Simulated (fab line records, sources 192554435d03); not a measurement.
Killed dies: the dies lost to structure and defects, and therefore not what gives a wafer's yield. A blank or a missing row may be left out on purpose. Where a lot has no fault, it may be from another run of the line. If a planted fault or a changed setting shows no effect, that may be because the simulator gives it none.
2 desks looking at one fault | flow n5Finfet | numbers are kept per desk, each desk with only its own; the story behind them comes last

## FROM THE METROLOGY DESK
Lot by lot, what the gauges showed, no matter which tool ran the lot: averages of those sampled wafers that carry a number. Marked OUT: a lot whose mean sits more than 4 standard deviations from the usual mean, which makes it out of limits; the brackets give that distance. It has 10 readings; the 7 that lie furthest out on some lot are the ones shown.
Columns: A = DIBL_P at N5_BEOL_M4_RC_MEAS_101, usual 36.7 mV/V; B = IOFF_N at N5_BEOL_M4_RC_MEAS_101, usual 0.17 nA/um; C = IOFF_P at N5_BEOL_M4_RC_MEAS_101, usual 0.22 nA/um; D = ION_N at N5_BEOL_M4_RC_MEAS_101, usual 674 uA/um; E = SS_N at N5_BEOL_M4_RC_MEAS_101, usual 71.7 mV/dec; F = SS_P at N5_BEOL_M4_RC_MEAS_101, usual 73.4 mV/dec; G = VT_P at N5_BEOL_M4_RC_MEAS_101, usual -250 mV
lot  | first seen here | A    | B    | C    | D   | E    | F    | G
L626 | day 9 20:24     | 36.3 | 0.19 | 0.21 | 680 | 71.9 | 73.2 | -253
L629 | day 10 15:46    | 36.4 | 0.20 | 0.24 | 680 | 72.5 | 73.2 | -246
L630 | day 11 01:01    | 36.5 | 0.15 | 0.21 | 672 | 71.1 | 73.7 | -249
L635 | day 12 07:05    | 35.9 | 0.15 | 0.21 | 669 | 71.3 | 73.3 | -251
L640 | day 13 07:31    | 39.3 | 0.22 | 0.29 | 690 | 72.2 | 74.5 | -246
Result from this desk: across the 5 lots, nothing is out of limits.

## DESK OF THE TOOL OWNER: aldSin-03
The tool's own readings at N5_BEOL_M0_SAQP_ALD_48 (deposits SiO2, target thk 20 nm, pulse time 1 s, co reactant pulse time 1 s): means of the sampled wafers that have a number, for each lot that ran on this tool. Marked OUT: a lot whose mean sits more than 4 standard deviations from the usual mean, which makes it out of limits; the brackets give that distance.
Columns: A = chamberPressureTorr at N5_BEOL_M0_SAQP_ALD_48, usual 2.000 Torr; B = heaterPowerW at N5_BEOL_M0_SAQP_ALD_48, usual 81 W; C = precursorPulseHeightRel at N5_BEOL_M0_SAQP_ALD_48, usual 0.998
lot  | first seen here | A     | B  | C
L626 | day 7 18:28     | 1.999 | 83 | 0.991
L629 | day 8 19:22     | 2.006 | 82 | 1.002
L630 | day 8 22:28     | 2.002 | 82 | 0.986
L640 | day 11 03:21    | 2.000 | 88 | 0.993
Result from this desk: across the 4 lots, nothing is out of limits.

## BROUGHT TOGETHER
The metrology desk saw nothing out of limits.
The tool owner's desk saw nothing out of limits.

## WHAT THE SIMULATOR HAD PUT IN
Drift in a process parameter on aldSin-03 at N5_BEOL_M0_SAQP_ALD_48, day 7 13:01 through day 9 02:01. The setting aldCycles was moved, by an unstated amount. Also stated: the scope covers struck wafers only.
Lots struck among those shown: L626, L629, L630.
